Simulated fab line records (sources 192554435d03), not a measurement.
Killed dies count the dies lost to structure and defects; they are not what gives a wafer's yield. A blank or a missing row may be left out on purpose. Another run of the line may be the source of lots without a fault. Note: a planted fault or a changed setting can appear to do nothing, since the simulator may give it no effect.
Which of the tools did it?    flow n5Finfet    10 lots with 23 wafers sampled at 7 steps, on a route of 1938 steps

== WHAT EACH GAUGE READ, for each wafer ==
N5_BEOL_M14_OCD_MEAS_35. Usual: 552 nm for trenchDepthNm, sd 15.
lot   measured      on      trenchDepthNm (nm)  flag
L630  day 11 20:01  ocd-01  556 565             
L629  day 12 00:30  ocd-01  554 570             
L632  day 12 03:53  ocd-02  517 518             
L631  day 12 09:10  ocd-02  569 515             
L633  day 12 12:08  ocd-02  551 549             
L634  day 13 03:44  ocd-02  847 558             OFF
L638  day 13 14:01  ocd-02  833 567 561         OFF
L643  day 15 04:40  ocd-02  513 545             
L648  day 16 10:05  ocd-02  576 551 551         
L649  day 17 02:41  ocd-01  552 559 555         

N5_BEOL_M14_THK_MEAS_50: measures by xrf. Usual: M14_THK 572 nm, standard deviation 16.
lot   measured      on            M14_THK (nm)  flag
L630  day 11 23:52  filmMetro-02  578 583       
L629  day 12 02:17  filmMetro-02  572 587       
L632  day 12 08:54  filmMetro-02  531 534       
L631  day 12 13:01  filmMetro-01  594 538       
L633  day 12 15:04  filmMetro-02  569 569       
L634  day 13 05:46  filmMetro-02  898 585       OFF
L638  day 13 16:11  filmMetro-01  873 591 584   OFF
L643  day 15 06:50  filmMetro-01  533 567       
L648  day 16 15:02  filmMetro-01  593 569 568   
L649  day 17 05:16  filmMetro-02  576 579 573   

N5_BEOL_M14_RS_MEAS_54: a four-point-probe measurement. Usual: M14_RS 0.0335 ohm/sq, standard deviation 0.00097.
lot   measured      on            M14_RS (ohm/sq)       flag
L630  day 11 23:59  filmMetro-02  0.0334 0.0328         
L629  day 12 02:24  filmMetro-01  0.0333 0.0323         
L632  day 12 09:02  filmMetro-02  0.0356 0.0356         
L631  day 12 13:08  filmMetro-02  0.0325 0.0359         
L633  day 12 15:11  filmMetro-02  0.0337 0.0338         
L634  day 13 05:53  filmMetro-02  0.0216 0.0330         OFF
L638  day 13 16:19  filmMetro-01  0.0220 0.0325 0.0327  OFF
L643  day 15 06:58  filmMetro-02  0.0360 0.0340         
L648  day 16 15:10  filmMetro-02  0.0321 0.0335 0.0336  
L649  day 17 05:25  filmMetro-02  0.0334 0.0330 0.0333  

== EACH LOT AND THE TOOL THAT RAN IT (in order: tool; ch and the chambers of the sampled wafers; start) ==
lot   N5_BEOL_M14_ETCH_59                N5_BEOL_M14_DESCUM_33              N5_BEOL_M14_TRENCH_ETCH_34         N5_BEOL_M14_ANNEAL_48
L630  rieDiel-05 ch 0,3, day 11 18:35    rieDiel-04 ch 1,2, day 11 19:24    rieDiel-04 ch 1,2, day 11 19:51    rtpAnneal-01 ch 0, day 11 23:19
L629  rieDiel-04 ch 0, day 11 22:56      rieDiel-04 ch 1,2, day 11 23:53    rieDiel-04 ch 1,2, day 12 00:20    rtpAnneal-02 ch 0, day 12 01:46
L632  rieDiel-04 ch 0,1, day 12 02:17    rieDiel-05 ch 2, day 12 03:17      rieDiel-05 ch 2, day 12 03:44      rtpAnneal-02 ch 0, day 12 08:23
L631  rieDiel-05 ch 0,1, day 12 07:37    rieDiel-05 ch 0,2, day 12 08:33    rieDiel-05 ch 0,2, day 12 09:01    rtpAnneal-01 ch 0, day 12 12:25
L633  rieDiel-01 ch 0,2, day 12 10:25    rieDiel-01 ch 0, day 12 11:31      rieDiel-01 ch 0, day 12 11:58      rtpAnneal-02 ch 0, day 12 14:28
L634  rieDiel-04 ch 2,3, day 13 02:11    rieDiel-04 ch 1,2, day 13 03:08    rieDiel-04 ch 1,2, day 13 03:35    rtpAnneal-02 ch 0, day 13 05:10
L638  rieDiel-04 ch 2,3, day 13 12:28    rieDiel-04 ch 1,2,3, day 13 13:24  rieDiel-04 ch 1,2,3, day 13 13:51  rtpAnneal-01 ch 0, day 13 15:38
L643  rieDiel-05 ch 0,3, day 15 03:07    rieDiel-05 ch 1,2, day 15 04:04    rieDiel-05 ch 1,2, day 15 04:31    rtpAnneal-01 ch 0, day 15 06:17
L648  rieDiel-05 ch 0,1,3, day 16 08:33  rieDiel-01 ch 0,1,3, day 16 09:28  rieDiel-01 ch 0,1,3, day 16 09:55  rtpAnneal-01 ch 0, day 16 14:34
L649  rieDiel-04 ch 1,3, day 17 01:07    rieDiel-01 ch 0,2, day 17 02:04    rieDiel-01 ch 0,2, day 17 02:31    rtpAnneal-01 ch 0, day 17 04:43
- N5_BEOL_M14_ETCH_59: etches BARC in N2/H2, target depth 89 nm, overetch 26.7 nm, time 67.9 s.
- N5_BEOL_M14_DESCUM_33: chemistry O2, time 7.9 s.
- N5_BEOL_M14_TRENCH_ETCH_34: etches SiO2 in C4F8/O2/Ar, target depth 556.65 nm, time 126.9 s.
- N5_BEOL_M14_ANNEAL_48: time 90 s.

== WHAT THE TOOLS THEMSELVES READ (means of the sampled wafers that have a number; where no wafer has one, the mark that the record gives instead) ==
N5_BEOL_M14_ETCH_59. Usual: drypumpMotorCurrentA 5.7 A, standard deviation 0.56; oesProductAu 0.68 a.u., standard deviation 0.051; rfVppV 522.4 V, standard deviation 1.5; showerheadPlenumPTorr 2.49 Torr, standard deviation 0.055; throttleValvePct 18.0 %, standard deviation 0.33.
lot   tool        drypumpMotorCurrentA (A)  oesProductAu (a.u.)  rfVppV (V)  showerheadPlenumPTorr (Torr)  throttleValvePct (%)  flag
L630  rieDiel-05  5.0                       0.72                 521.6       2.46                          17.8                  
L629  rieDiel-04  6.0                       0.65                 521.3       2.46                          18.1                  
L632  rieDiel-04  5.7                       0.67                 522.4       2.52                          18.0                  
L631  rieDiel-05  5.4                       0.70                 521.5       2.45                          17.8                  
L633  rieDiel-01  5.8                       0.64                 524.8       2.60                          18.1                  
L634  rieDiel-04  5.7                       0.74                 523.0       2.48                          17.7                  
L638  rieDiel-04  5.8                       0.73                 522.7       2.47                          17.7                  
L643  rieDiel-05  5.0                       0.70                 521.8       2.46                          17.9                  
L648  rieDiel-05  5.3                       0.68                 520.8       2.44                          17.8                  
L649  rieDiel-04  5.7                       0.68                 524.0       2.53                          17.9                  

N5_BEOL_M14_DESCUM_33. Usual: drypumpMotorCurrentA 5.7 A, standard deviation 0.47; o2FlowSccm 225.0 sccm, standard deviation 0.76; oesProductAu 0.80 a.u., standard deviation 0.073; rfVppV 242.8 V, standard deviation 1.1; showerheadPlenumPTorr 2.06 Torr, standard deviation 0.046; throttleValvePct 20.49 %, standard deviation 0.21.
lot   tool        drypumpMotorCurrentA (A)  o2FlowSccm (sccm)  oesProductAu (a.u.)  rfVppV (V)  showerheadPlenumPTorr (Torr)  throttleValvePct (%)  flag
L630  rieDiel-04  5.3                       224.6              0.86                 243.4       2.09                          20.38                 
L629  rieDiel-04  5.5                       224.6              0.86                 243.8       2.09                          20.38                 
L632  rieDiel-05  6.7                       225.4              0.69                 243.1       2.05                          20.88                 
L631  rieDiel-05  5.9                       225.5              0.77                 242.1       2.04                          20.62                 
L633  rieDiel-01  6.3                       225.2              0.74                 243.8       2.10                          20.55                 
L634  rieDiel-04  5.4                       223.5              0.84                 243.9       2.09                          20.40                 
L638  rieDiel-04  5.6                       225.1              0.84                 242.7       2.07                          20.36                 
L643  rieDiel-05  6.2                       224.3              0.74                 242.2       2.04                          20.78                 
L648  rieDiel-01  6.0                       224.5              0.79                 243.0       2.07                          20.66                 
L649  rieDiel-01  5.9                       224.4              0.71                 242.6       2.11                          20.58                 

N5_BEOL_M14_TRENCH_ETCH_34. Usual: drypumpMotorCurrentA 5.7 A, standard deviation 0.47; oes_o_777_au 0.78 a.u., standard deviation 0.071; oesProductAu 0.79 a.u., standard deviation 0.07; rfVppV 2211 V, standard deviation 70; showerheadPlenumPTorr 3.40 Torr, standard deviation 0.088; throttleValvePct 31.04 %, standard deviation 0.28.
lot   tool        drypumpMotorCurrentA (A)  oes_o_777_au (a.u.)  oesProductAu (a.u.)  rfVppV (V)  showerheadPlenumPTorr (Torr)  throttleValvePct (%)  flag
L630  rieDiel-04  5.3                       0.85                 0.85                 2180        3.44                          30.83                 
L629  rieDiel-04  5.5                       0.85                 0.84                 2180        3.44                          30.83                 
L632  rieDiel-05  6.7                       0.66                 0.68                 2176        3.37                          31.29                 
L631  rieDiel-05  5.9                       0.73                 0.75                 2200        3.37                          31.31                 
L633  rieDiel-01  6.3                       0.76                 0.75                 2277        3.47                          31.20                 
L634  rieDiel-04  5.5                       0.83                 0.96                 2179        3.44                          31.01                 
L638  rieDiel-04  5.6                       0.84                 0.93                 2212        3.40                          30.96                 
L643  rieDiel-05  6.2                       0.72                 0.72                 2226        3.34                          31.09                 
L648  rieDiel-01  6.0                       0.77                 0.79                 2284        3.43                          31.33                 
L649  rieDiel-01  6.0                       0.71                 0.71                 2219        3.49                          31.27                 

N5_BEOL_M14_ANNEAL_48. Usual: 226.01 for wafer_temp_C_max, sd 0.29.
lot   tool          wafer_temp_C_max  flag
L630  rtpAnneal-01  226.12            
L629  rtpAnneal-02  226.20            
L632  rtpAnneal-02  226.31            
L631  rtpAnneal-01  225.74            
L633  rtpAnneal-02  226.59            
L634  rtpAnneal-02  226.25            
L638  rtpAnneal-01  225.76            
L643  rtpAnneal-01  226.04            
L648  rtpAnneal-01  225.91            
L649  rtpAnneal-01  225.88            

== THE ANSWER, worked out from the rows above alone ==
Rule: take the mean of a lot's wafers that have a number; if it is more than 3 standard deviations from the usual mean, the lot is off. A lot without any number at a reading at which 4 lots or more have one is off too. Any other lot the step has rows for is counted as sound. First the gauges in route order, then the tools' own readings, where a lot's mean is used as printed above. At the first step where some lot is off, the reading lying furthest off is the one used; lots without a number count as furthest.
Off: L634, L638 (N5_BEOL_M14_OCD_MEAS_35, trenchDepthNm).
If a tool, at a process step before that reading, ran all the lots that are off and no sound lot after the first of them, it fits. The gauges at N5_BEOL_M14_OCD_MEAS_35 aren't tried: what is off there is off at N5_BEOL_M14_THK_MEAS_50 too, on other tools, and a gauge's error can't cause that. One candidate fits, namely rieDiel-04 at N5_BEOL_M14_DESCUM_33 and N5_BEOL_M14_TRENCH_ETCH_34. At N5_BEOL_M14_DESCUM_33 its last sound lot is L629 (day 11 23:53), its first lot that is off L634 (day 13 03:08): a fault that began between those two fits.

== WHAT THE SIMULATOR PUT IN ==
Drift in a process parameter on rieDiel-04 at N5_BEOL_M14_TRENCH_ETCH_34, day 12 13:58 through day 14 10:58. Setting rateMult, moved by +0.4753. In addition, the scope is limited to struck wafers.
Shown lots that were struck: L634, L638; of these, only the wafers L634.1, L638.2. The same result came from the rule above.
